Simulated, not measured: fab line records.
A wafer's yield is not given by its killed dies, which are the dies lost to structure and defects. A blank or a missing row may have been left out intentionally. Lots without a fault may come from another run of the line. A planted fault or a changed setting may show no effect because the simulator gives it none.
Struck lot and sound lot, side by side / flow n5 finfet / 43 steps out of a route of 1938
Sound: the wafers L581.2, L581.3, L581.5. Wafers L591.2, L591.5, L591.6 were the ones struck. The cause is named last.
Per side, at each step with rows, come the tool, then ch with its chambers, and then its first start. Under that, the readings that differ: sound wafers / struck wafers / difference of the means / sigmas: that difference in standard deviations of wafers without a fault.
alike: words and numbers the same on both sides, and readings whose means are apart by under 2 such deviations; not compared: readings that were withheld, readings missing a value for some wafer, numbers with overlapping values and no deviation given by the record, and bounds like >300 which may hide the same value.
The two part at a step that has a row with sigmas, a row that says differs or no value, or rows on one side only. Numbers that have no deviation but don't overlap get no sigmas and don't part them. A reading missing from all wafers of one side parts the sides only when that side holds two or more wafers.

first, 1 step without rows for these wafers: N5_MOL_CONTACT_COAG_SRD_128 (dry time 32 s).
N5_MOL_CONTACT_COAG_CMP_52: polishes, stops on SiO2, t overpolish 1.5 s, target thk 66.5 nm.
  sound on cmp-02 ch 0,2,3, day 5 09:41; struck on cmp-03 ch 0,3, day 7 20:49
  alike: motor current A, overpolish run s, slurry flow ml min, time to endpoint s
N5_MOL_CONTACT_COAG_THK_MEAS_53:
  struck on film metro-02, day 7 21:07; sound on film metro-02, day 5 09:59
reading=VIA_MOL_THK (nm); sound=42.0 43.8 42.8; struck=45.2 44.1 44.8; difference=+1.8; sigmas=+2
N5_MOL_CONTACT_COAG_ANNEAL_112: time 1800 s.
  sound on hp anneal-01 ch 0, day 5 10:01; struck on hp anneal-01 ch 0, day 7 23:30
  alike: spike tc centre C, wafer_temp_C_max
N5_MOL_CONTACT_COAG_INSPECT_97: inspects for defects (darkfield).
  struck on defect inspect-01, day 8 02:34; sound on defect inspect-01, day 5 13:03
  alike: raw defect count
then, 3 steps without rows for these wafers: N5_BEOL_M0_SAQP_PECVD_00 (deposits SiCN from 3MS/NH3, target thk 8 nm, time 14 s); N5_BEOL_M0_SAQP_ILD_DEP_01 (deposits SiOC from DEMS/O2, target thk 45.419 nm, time 8.7 s); N5_BEOL_M0_SAQP_HM_DEP_02 (deposits TiN, target thk 12 nm).
N5_BEOL_M0_SAQP_PECVD_03: deposits SiCN from 3MS/NH3, target thk 12 nm, time 21.1 s.
  sound on pecvd-03 ch 0,1, day 5 14:46; struck on pecvd-02 ch 0,1,2, day 8 03:04
  alike: chamber pressure Torr, rf fwd power W, showerhead plenum p Torr, throttle valve pct
then, 1 step without rows for these wafers: N5_BEOL_M0_SAQP_PECVD_96 (deposits a-Si from SiH4/He, target thk 45 nm, time 45.2 s).
N5_BEOL_M0_SAQP_PECVD_97: deposits SiNx from SiH4/NH3/N2, target thk 23 nm, time 19.9 s.
  sound on pecvd-03 ch 0,1, day 5 14:50; struck on pecvd-02 ch 0,1,2, day 8 03:08
  alike: chamber pressure Torr, heater power outer w, heater power w, showerhead plenum p Torr, throttle valve pct
N5_BEOL_M0_SAQP_PECVD_04: deposits a-Si from SiH4/He, target thk 60 nm, time 60.2 s.
  sound on pecvd-03 ch 0,1, day 5 14:53; struck on pecvd-02 ch 0,1,2, day 8 03:11
  no value came back on the struck wafers for any of 5 readings (chamber pressure Torr (Torr), heater power outer w (W) and others); on the sound wafers chamber pressure Torr (Torr) reads 3.015 2.996 2.998
N5_BEOL_M0_SAQP_THK_MEAS_05:
  struck on film metro-02, day 8 03:17; sound on film metro-02, day 5 14:59
reading=thk nm (nm); sound=59.8 59.5 59.3; struck=22.9 23.7 23.1; difference=-36.3; sigmas=-43
then, 9 steps without rows for these wafers: N5_BEOL_M0_SAQP_HM_DEP_111 (deposits SiO2 from SiH4/N2O, target thk 12 nm, time 7.2 s); N5_BEOL_M0_SAQP_COAT_81 (time 60 s, resist thk 100 nm); N5_BEOL_M0_SAQP_COAT_82 (time 60 s, resist thk 30 nm); N5_BEOL_M0_SAQP_COAT_08 (resist thk 90 nm); N5_BEOL_M0_SAQP_EBR_10; N5_BEOL_M0_SAQP_SOFTBAKE_09 (time 60 s); N5_BEOL_M0_SAQP_EXPOSE_11 (exposes mask M0 CORE, target cd 42 nm); N5_BEOL_M0_SAQP_PEB_12 (peb time 60 s); N5_BEOL_M0_SAQP_DEVELOP_13 (develop time 30 s).
N5_BEOL_M0_SAQP_CD_MEAS_14 targets a cd of 42.5 nm.
  sound on cd sem-01 ch 0, day 5 15:28; struck on cd sem-02 ch 0, day 8 03:38
  alike: cd nm
N5_BEOL_M0_SAQP_OVL_MEAS_15:
  sound on overlay-01 ch 0, day 5 15:30; struck on overlay-01 ch 0, day 8 03:42
  alike: M0_CORE_OVL
N5_BEOL_M0_SAQP_INSPECT_16: inspects for defects (brightfield).
  struck on defect inspect-01, day 8 03:43; sound on defect inspect-02, day 5 15:31
reading=raw defect count; sound=603 630 901; struck=360 328 329; difference=-372; sigmas=-3
then, 1 step without rows for these wafers: N5_BEOL_M0_SAQP_DESCUM_19 (chemistry O2, time 7.9 s).
N5_BEOL_M0_SAQP_ETCH_83: etches SiARC in CF4, target depth 39 nm, time 65 s.
  sound on rie diel-03 ch 0,1,2, day 5 16:11; struck on rie diel-02 ch 0,1,3, day 8 04:35
reading=throttle valve pct (%); sound=15.98 16.07 16.18; struck=15.81 15.51 15.19; difference=-0.57; sigmas=-2
  alike: drypump motor current A, etch rf on time s, oes product au, rf vpp V, showerhead plenum p Torr
  not compared: rf hours counter h
then, 4 steps without rows for these wafers: N5_BEOL_M0_SAQP_ETCH_84 (etches SOC in N2/H2, target depth 100 nm, overetch 20 nm, time 150 s); N5_BEOL_M0_SAQP_STRIP_80 (strips in N2/H2); N5_BEOL_M0_SAQP_HM_OPEN_112 (chemistry CHF3/O2, target SiO2, stops on a-Si, target depth 12 nm, time 13.5 s); N5_BEOL_M0_SAQP_STRIP_113 (strips in CHF3/O2).
N5_BEOL_M0_SAQP_MANDREL_ETCH_20: etches a-Si in HBr/Cl2, stops on SiNx, target depth 60 nm, bt time 10 s, time 30 s.
  sound on rie si-06 ch 0,2,3, day 5 16:26; struck on rie si-06 ch 2,3, day 8 04:50
reading=oes product au (a.u.); sound=0.780 0.779 0.771; struck=0.333 0.326 0.327; difference=-0.448; sigmas=-37
reading=throttle valve pct (%); sound=35.3 35.2 35.1; struck=36.1 36.0 36.1; difference=+0.9; sigmas=+3
reading=model.etch.depth nm (nm); sound=59.78 59.48 59.26; struck=0 0 0; difference=-60; sigmas=
  alike: drypump motor current A
  not compared: rf hours counter h
then, 6 steps without rows for these wafers: N5_BEOL_M0_SAQP_STRIP_86 (strips in N2/H2); N5_BEOL_M0_SAQP_STRIP_115 (strips in post etch residue remover, time 60 s); N5_BEOL_M0_SAQP_SRD_93 (time 30 s); N5_BEOL_M0_SAQP_RECESS_114 (chemistry HF/NH3, target SiO2, target depth 14.4 nm, afs cycles 3, sublimation time 60 s); N5_BEOL_M0_SAQP_SPACER1_ALD_98 (deposits SiO2, target thk 12.8 nm, pulse time 1 s, purge time 2 s); N5_BEOL_M0_SAQP_SPACER1_ETCHBACK_99 (etches SiO2 in CHF3/O2, target depth 15.4 nm, time 7.7 s).
N5_BEOL_M0_SAQP_MANDREL1_REMOVE_100: chemistry HBr/Cl2/O2, target a-Si, stops on SiNx, bt time 10 s.
  sound on rie si-03 ch 0,2,3, day 5 17:47; struck on rie si-06 ch 0,3, day 8 06:38
reading=model.BEOL_M0_SAQP.cd nm (nm); sound=12.6 12.8 12.6; struck=41.8 41.8 41.4; difference=+29.0; sigmas=
  alike: drypump motor current A, oes product au, throttle valve pct
  not compared: rf hours counter h
N5_BEOL_M0_SAQP_CD_MEAS_25 targets a cd of 13.1 nm.
  sound on cd sem-01 ch 0, day 5 17:53; struck on cd sem-01 ch 0, day 8 06:44
reading=cd nm (nm); sound=12.86 12.58 12.51; struck=- - -; difference=no value on the struck wafers; sigmas=
then, 1 step without rows for these wafers: N5_BEOL_M0_SAQP_ETCH_101 (etches SiNx in CH3F/O2, target depth 29.9 nm, time 42.7 s).
N5_BEOL_M0_SAQP_MANDREL2_REMOVE_110: chemistry HBr/Cl2/O2, target a-Si, stops on SiCN, bt time 10 s.
  sound on rie si-03 ch 0,1,3, day 5 20:10; struck on rie si-03 ch 0,1,2, day 8 08:24
reading=model.BEOL_M0_SAQP.cd nm (nm); sound=15 15.2 15.4; struck=41.6 41.6 41.6; difference=+26.4; sigmas=
  alike: drypump motor current A, oes product au, throttle valve pct
  not compared: rf hours counter h
N5_BEOL_M4_RC_MEAS_101:
  the record has rows for the sound wafers here (prober-02 ch 0, day 8 18:14) and none for the struck ones

WHERE THEY PART
First at N5_MOL_CONTACT_COAG_THK_MEAS_53; last, within this record, at N5_BEOL_M4_RC_MEAS_101.

WHY: whatever the simulator had introduced
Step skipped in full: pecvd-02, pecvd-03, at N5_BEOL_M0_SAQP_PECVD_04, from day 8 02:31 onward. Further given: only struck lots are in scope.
